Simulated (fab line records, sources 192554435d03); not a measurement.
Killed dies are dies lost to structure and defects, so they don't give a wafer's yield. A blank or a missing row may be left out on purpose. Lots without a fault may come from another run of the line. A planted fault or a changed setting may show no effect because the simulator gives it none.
Which tool did it? | flow n5_finfet | 24 lots, 72 wafers sampled, at 6 steps of a route of 1938

WHAT THE GAUGES READ, wafer by wafer
N5_BEOL_M6_OVL_MEAS_12. Usual: M6_OVL 0.4 nm, standard deviation 0.66.
lot  | measured     | on         | M6_OVL (nm)    | flag
L074 | day 8 15:03  | overlay-02 | 1.1 1.5 0.8    |
L075 | day 8 21:26  | overlay-01 | 1.1 1.1 0.9    |
L076 | day 9 02:14  | overlay-01 | 0.3 1.6 0.6    |
L077 | day 9 02:23  | overlay-02 | -0.3 -0.3 -1.8 |
L078 | day 9 13:28  | overlay-02 | -0.3 0.1 0.2   |
L079 | day 9 18:08  | overlay-02 | 0.4 -0.1 0.7   |
L080 | day 10 01:20 | overlay-02 | -0.4 -0.5 -0.3 |
L081 | day 10 08:44 | overlay-01 | -0.2 0.6 0.3   |
L082 | day 10 08:54 | overlay-02 | 0.8 0.3 0.0    |
L083 | day 10 15:49 | overlay-01 | -0.3 -0.5 -0.1 |
L085 | day 10 17:14 | overlay-01 | 0.8 0.7 1.3    |
L084 | day 10 19:45 | overlay-01 | -1.1 0.2 -0.2  |
L086 | day 11 19:46 | overlay-01 | 0.3 1.0 1.3    |
L089 | day 12 01:27 | overlay-01 | -0.1 0.5 1.0   |
L087 | day 12 02:34 | overlay-01 | 0.8 -0.1 0.0   |
L088 | day 12 16:17 | overlay-01 | 0.2 -0.3 -0.2  |
L091 | day 12 18:02 | overlay-02 | -0.4 0.4 0.5   |
L090 | day 13 14:32 | overlay-02 | 0.8 -0.1 1.0   |
L092 | day 13 22:35 | overlay-01 | -0.5 0.4 1.2   |
L093 | day 14 21:29 | overlay-02 | 0.6 0.5 1.3    |
L096 | day 14 21:43 | overlay-02 | 1.9 0.8 1.4    |
L094 | day 14 21:53 | overlay-01 | -0.7 0.9 -0.1  |
L097 | day 15 13:34 | overlay-02 | 0.3 0.2 -0.5   |
L095 | day 15 23:46 | overlay-01 | 0.9 -0.4 0.1   |

N5_BEOL_M6_THK_MEAS_53: measures by xrf. Usual: M6_THK 79.7 nm, standard deviation 2.
lot  | measured     | on            | M6_THK (nm)    | flag
L074 | day 8 21:31  | film_metro-01 | 77.3 79.3 82.0 |
L075 | day 9 02:43  | film_metro-02 | 82.5 80.6 82.9 |
L076 | day 9 06:19  | film_metro-02 | 81.9 80.9 82.2 |
L077 | day 9 06:53  | film_metro-01 | 78.9 78.0 79.7 |
L078 | day 9 19:13  | film_metro-02 | 77.0 81.4 77.7 |
L079 | day 9 23:56  | film_metro-02 | 78.0 74.2 78.3 |
L080 | day 10 07:14 | film_metro-01 | 78.6 80.2 76.5 |
L081 | day 10 12:57 | film_metro-02 | 77.6 79.6 78.4 |
L082 | day 10 13:14 | film_metro-02 | 81.0 80.6 78.0 |
L083 | day 10 22:07 | film_metro-02 | 75.8 79.5 76.2 |
L085 | day 10 22:19 | film_metro-01 | 81.7 79.2 82.7 |
L084 | day 11 00:19 | film_metro-02 | 77.5 80.6 79.7 |
L086 | day 12 05:23 | film_metro-01 | 83.5 80.3 78.8 |
L089 | day 12 09:13 | film_metro-01 | 81.2 79.2 78.5 |
L087 | day 12 08:48 | film_metro-02 | 80.7 78.7 80.2 |
L088 | day 12 21:27 | film_metro-01 | 80.0 79.0 79.2 |
L091 | day 13 00:47 | film_metro-01 | 78.3 81.1 79.6 |
L090 | day 13 20:38 | film_metro-02 | 81.9 80.6 81.9 |
L092 | day 14 03:30 | film_metro-01 | 78.5 76.2 80.7 |
L093 | day 15 01:19 | film_metro-02 | 80.6 79.5 82.3 |
L096 | day 15 02:02 | film_metro-02 | 82.2 84.7 83.4 |
L094 | day 15 03:59 | film_metro-01 | 75.9 78.7 80.1 |
L097 | day 15 21:13 | film_metro-02 | 80.1 80.6 81.8 |
L095 | day 16 07:19 | film_metro-02 | 79.6 78.9 80.5 |

WHICH TOOL RAN EACH LOT (tool, then ch and the chambers of the sampled wafers, then the start)
lot  | N5_BEOL_M6_HM_OPEN_17             | N5_BEOL_M6_ETCH_66                 | N5_BEOL_M6_DEGAS_44          | N5_BEOL_M6_SURFACE_TREAT_79
L074 | rie_metal-02 ch 0,1, day 8 15:51  | rie_diel-05 ch 0,1,3, day 8 17:03  | pvd_sputter-03, day 8 17:57  | pvd_sputter-02, day 8 18:39
L075 | rie_metal-02 ch 0,1, day 8 21:47  | rie_diel-03 ch 1,2, day 8 22:38    | pvd_sputter-02, day 8 23:33  | pvd_sputter-01, day 9 01:40
L076 | rie_metal-01 ch 0,1, day 9 02:54  | rie_diel-01 ch 1,2, day 9 03:44    | pvd_sputter-02, day 9 04:51  | pvd_sputter-03, day 9 05:17
L077 | rie_metal-01 ch 0,1, day 9 03:17  | rie_diel-03 ch 0,2, day 9 04:07    | pvd_sputter-02, day 9 05:13  | pvd_sputter-03, day 9 05:36
L078 | rie_metal-01 ch 0,1, day 9 13:59  | rie_diel-01 ch 0,1,3, day 9 15:22  | pvd_sputter-01, day 9 17:22  | pvd_sputter-01, day 9 17:46
L079 | rie_metal-02 ch 1, day 9 19:07    | rie_diel-05 ch 0,1,2, day 9 20:32  | pvd_sputter-01, day 9 21:31  | pvd_sputter-01, day 9 21:55
L080 | rie_metal-01 ch 0,1, day 10 01:53 | rie_diel-03 ch 0,3, day 10 04:35   | pvd_sputter-03, day 10 05:37 | pvd_sputter-02, day 10 06:04
L081 | rie_metal-02 ch 0,1, day 10 09:04 | rie_diel-05 ch 2,3, day 10 09:56   | pvd_sputter-02, day 10 11:23 | pvd_sputter-02, day 10 11:49
L082 | rie_metal-01 ch 0,1, day 10 09:20 | rie_diel-03 ch 0,1, day 10 10:09   | pvd_sputter-02, day 10 11:28 | pvd_sputter-02, day 10 11:52
L083 | rie_metal-02 ch 0,1, day 10 16:09 | rie_diel-05 ch 1,3, day 10 19:11   | pvd_sputter-01, day 10 20:13 | pvd_sputter-02, day 10 20:43
L085 | rie_metal-02 ch 0, day 10 17:50   | rie_diel-01 ch 1,2,3, day 10 19:14 | pvd_sputter-01, day 10 20:18 | pvd_sputter-01, day 10 20:43
L084 | rie_metal-02 ch 0,1, day 10 20:24 | rie_diel-05 ch 2,3, day 10 21:17   | pvd_sputter-03, day 10 22:30 | pvd_sputter-03, day 10 23:10
L086 | rie_metal-02 ch 0,1, day 11 20:12 | rie_diel-01 ch 0,1, day 12 00:22   | pvd_sputter-03, day 12 02:16 | pvd_sputter-01, day 12 03:51
L089 | rie_metal-03 ch 0,1, day 12 01:54 | rie_diel-05 ch 0,2,3, day 12 05:04 | pvd_sputter-01, day 12 07:43 | pvd_sputter-03, day 12 08:10
L087 | rie_metal-01 ch 0,1, day 12 02:56 | rie_diel-01 ch 2,3, day 12 05:03   | pvd_sputter-03, day 12 05:58 | pvd_sputter-01, day 12 07:40
L088 | rie_metal-03 ch 0,1, day 12 16:38 | rie_diel-03 ch 0,1,3, day 12 17:26 | pvd_sputter-03, day 12 18:18 | pvd_sputter-03, day 12 20:21
L091 | rie_metal-02 ch 0,1, day 12 18:22 | rie_diel-01 ch 0,2,3, day 12 20:47 | pvd_sputter-03, day 12 21:58 | pvd_sputter-01, day 12 23:44
L090 | rie_metal-01 ch 0,1, day 13 14:52 | rie_diel-05 ch 0,1, day 13 17:49   | pvd_sputter-02, day 13 18:52 | pvd_sputter-03, day 13 19:21
L092 | rie_metal-03 ch 0,1, day 13 23:00 | rie_diel-01 ch 0,1,3, day 14 00:22 | pvd_sputter-01, day 14 01:47 | pvd_sputter-01, day 14 02:26
L093 | rie_metal-01 ch 0,1, day 14 21:53 | rie_diel-01 ch 1,2, day 14 22:36   | pvd_sputter-03, day 14 23:50 | pvd_sputter-01, day 15 00:14
L096 | rie_metal-01 ch 0,1, day 14 22:06 | rie_diel-05 ch 0,1,3, day 14 23:08 | pvd_sputter-02, day 15 00:12 | pvd_sputter-02, day 15 00:47
L094 | rie_metal-03 ch 0,1, day 14 22:19 | rie_diel-03 ch 0,3, day 14 23:09   | pvd_sputter-03, day 15 00:26 | pvd_sputter-02, day 15 01:32
L097 | rie_metal-03 ch 0, day 15 13:53   | rie_diel-01 ch 0,1,3, day 15 14:56 | pvd_sputter-02, day 15 19:34 | pvd_sputter-02, day 15 19:59
L095 | rie_metal-03 ch 0,1, day 16 00:07 | rie_diel-05 ch 0,1, day 16 03:05   | pvd_sputter-02, day 16 05:46 | pvd_sputter-03, day 16 06:13
- N5_BEOL_M6_HM_OPEN_17: chemistry Cl2/BCl3, target TiN, target depth 20 nm, overetch 6 nm.
- N5_BEOL_M6_ETCH_66: etches SOC in N2/H2, target depth 80 nm, overetch 16 nm, time 120 s.
- N5_BEOL_M6_DEGAS_44: time 60 s.
- N5_BEOL_M6_SURFACE_TREAT_79

WHAT THE TOOLS THEMSELVES READ (means of the sampled wafers that have a number; where no wafer has one, the mark that the record gives instead)
N5_BEOL_M6_HM_OPEN_17. Usual: drypump_motor_current_A 6.02 A, standard deviation 0.27; oes_product_au 0.69 a.u., standard deviation 0.09; throttle_valve_pct 22.02 %, standard deviation 0.13.
lot  | tool         | drypump_motor_current_A (A) | oes_product_au (a.u.) | throttle_valve_pct (%) | flag
L074 | rie_metal-02 | 6.05                        | 0.64                  | 21.96                  |
L075 | rie_metal-02 | 5.84                        | 0.71                  | 22.02                  |
L076 | rie_metal-01 | 6.25                        | 0.69                  | 21.91                  |
L077 | rie_metal-01 | 6.09                        | 0.77                  | 21.97                  |
L078 | rie_metal-01 | 6.09                        | 0.75                  | 21.98                  |
L079 | rie_metal-02 | 6.28                        | 0.57                  | 21.91                  |
L080 | rie_metal-01 | 6.09                        | 0.74                  | 21.98                  |
L081 | rie_metal-02 | 6.09                        | 0.62                  | 21.98                  |
L082 | rie_metal-01 | 6.23                        | 0.68                  | 21.91                  |
L083 | rie_metal-02 | 6.08                        | 0.63                  | 21.98                  |
L085 | rie_metal-02 | 5.63                        | 0.75                  | 22.10                  |
L084 | rie_metal-02 | 5.83                        | 0.69                  | 22.02                  |
L086 | rie_metal-02 | 5.85                        | 0.68                  | 22.05                  |
L089 | rie_metal-03 | 5.91                        | 0.74                  | 22.06                  |
L087 | rie_metal-01 | 6.10                        | 0.72                  | 21.98                  |
L088 | rie_metal-03 | 5.92                        | 0.73                  | 22.07                  |
L091 | rie_metal-02 | 6.06                        | 0.61                  | 21.98                  |
L090 | rie_metal-01 | 6.09                        | 0.70                  | 22.00                  |
L092 | rie_metal-03 | 5.87                        | 0.70                  | 22.16                  |
L093 | rie_metal-01 | 6.25                        | 0.65                  | 21.94                  |
L096 | rie_metal-01 | 6.24                        | 0.65                  | 21.94                  |
L094 | rie_metal-03 | 5.93                        | 0.71                  | 22.07                  |
L097 | rie_metal-03 | 5.84                        | 0.67                  | 22.31                  |
L095 | rie_metal-03 | 5.90                        | 0.69                  | 22.19                  |

N5_BEOL_M6_ETCH_66. Usual: drypump_motor_current_A 5.8 A, standard deviation 0.39; oes_product_au 0.60 a.u., standard deviation 0.071; rf_vpp_V 524.4 V, standard deviation 2.8; showerhead_plenum_p_Torr 2.57 Torr, standard deviation 0.1; throttle_valve_pct 17.79 %, standard deviation 0.23.
lot  | tool        | drypump_motor_current_A (A) | oes_product_au (a.u.) | rf_vpp_V (V) | showerhead_plenum_p_Torr (Torr) | throttle_valve_pct (%) | flag
L074 | rie_diel-05 | 5.9                         | 0.54                  | 520.5        | 2.43                            | 17.80                  |
L075 | rie_diel-03 | 5.5                         | 0.52                  | 522.2        | 2.49                            | 17.95                  |
L076 | rie_diel-01 | 5.9                         | 0.67                  | 524.1        | 2.59                            | 17.61                  |
L077 | rie_diel-03 | 5.5                         | 0.52                  | 523.8        | 2.53                            | 18.02                  |
L078 | rie_diel-01 | 5.7                         | 0.65                  | 527.3        | 2.65                            | 17.81                  |
L079 | rie_diel-05 | 5.9                         | 0.54                  | 522.5        | 2.50                            | 17.89                  |
L080 | rie_diel-03 | 5.8                         | 0.54                  | 524.3        | 2.55                            | 18.03                  |
L081 | rie_diel-05 | 6.1                         | 0.55                  | 523.7        | 2.55                            | 17.93                  |
L082 | rie_diel-03 | 6.2                         | 0.59                  | 524.3        | 2.58                            | 17.79                  |
L083 | rie_diel-05 | 5.7                         | 0.52                  | 522.1        | 2.45                            | 17.88                  |
L085 | rie_diel-01 | 5.8                         | 0.66                  | 526.3        | 2.62                            | 17.79                  |
L084 | rie_diel-05 | 6.1                         | 0.55                  | 523.8        | 2.55                            | 17.95                  |
L086 | rie_diel-01 | 5.4                         | 0.60                  | 524.5        | 2.63                            | 17.73                  |
L089 | rie_diel-05 | 6.1                         | 0.60                  | 524.6        | 2.57                            | 17.75                  |
L087 | rie_diel-01 | 5.6                         | 0.65                  | 526.8        | 2.66                            | 17.96                  |
L088 | rie_diel-03 | 5.8                         | 0.58                  | 522.9        | 2.50                            | 17.81                  |
L091 | rie_diel-01 | 5.4                         | 0.63                  | 526.3        | 2.64                            | 17.86                  |
L090 | rie_diel-05 | 5.7                         | 0.68                  | 524.1        | 2.55                            | 17.46                  |
L092 | rie_diel-01 | 5.6                         | 0.62                  | 526.0        | 2.64                            | 17.86                  |
L093 | rie_diel-01 | 5.9                         | 0.63                  | 524.2        | 2.57                            | 17.70                  |
L096 | rie_diel-05 | 5.9                         | 0.69                  | 526.5        | 2.62                            | 17.46                  |
L094 | rie_diel-03 | 5.8                         | 0.67                  | 523.7        | 2.54                            | 17.77                  |
L097 | rie_diel-01 | 5.7                         | 0.61                  | 526.5        | 2.63                            | 17.89                  |
L095 | rie_diel-05 | 5.9                         | 0.65                  | 526.5        | 2.62                            | 17.46                  |

N5_BEOL_M6_DEGAS_44. Usual: heater_power_w 335 W, standard deviation 29.
lot  | tool           | heater_power_w (W) | flag
L074 | pvd_sputter-03 | 365                |
L075 | pvd_sputter-02 | 317                |
L076 | pvd_sputter-02 | 332                |
L077 | pvd_sputter-02 | 328                |
L078 | pvd_sputter-01 | 318                |
L079 | pvd_sputter-01 | 322                |
L080 | pvd_sputter-03 | 354                |
L081 | pvd_sputter-02 | 313                |
L082 | pvd_sputter-02 | 334                |
L083 | pvd_sputter-01 | 314                |
L085 | pvd_sputter-01 | 313                |
L084 | pvd_sputter-03 | 395                |
L086 | pvd_sputter-03 | 344                |
L089 | pvd_sputter-01 | 324                |
L087 | pvd_sputter-03 | 325                |
L088 | pvd_sputter-03 | 360                |
L091 | pvd_sputter-03 | 369                |
L090 | pvd_sputter-02 | 316                |
L092 | pvd_sputter-01 | 327                |
L093 | pvd_sputter-03 | 357                |
L096 | pvd_sputter-02 | 320                |
L094 | pvd_sputter-03 | 354                |
L097 | pvd_sputter-02 | 339                |
L095 | pvd_sputter-02 | 318                |

THE ANSWER, worked out from the rows above alone
Rule: a lot is off if the mean of its wafers that have a number lies more than 3 standard deviations from the usual mean. A lot without any number at a reading at which 4 lots or more have one is off too. The other lots that the step has rows for count as sound. The gauges are gone through in route order, then the tools' own readings, and for those a lot's mean is taken as printed above. The first step at which some lot is off is used, and at that step the reading that is off furthest; a lot without a number counts as furthest.
No lot is off at any reading shown: from this, nothing can be told.

WHAT THE SIMULATOR HAD PUT IN
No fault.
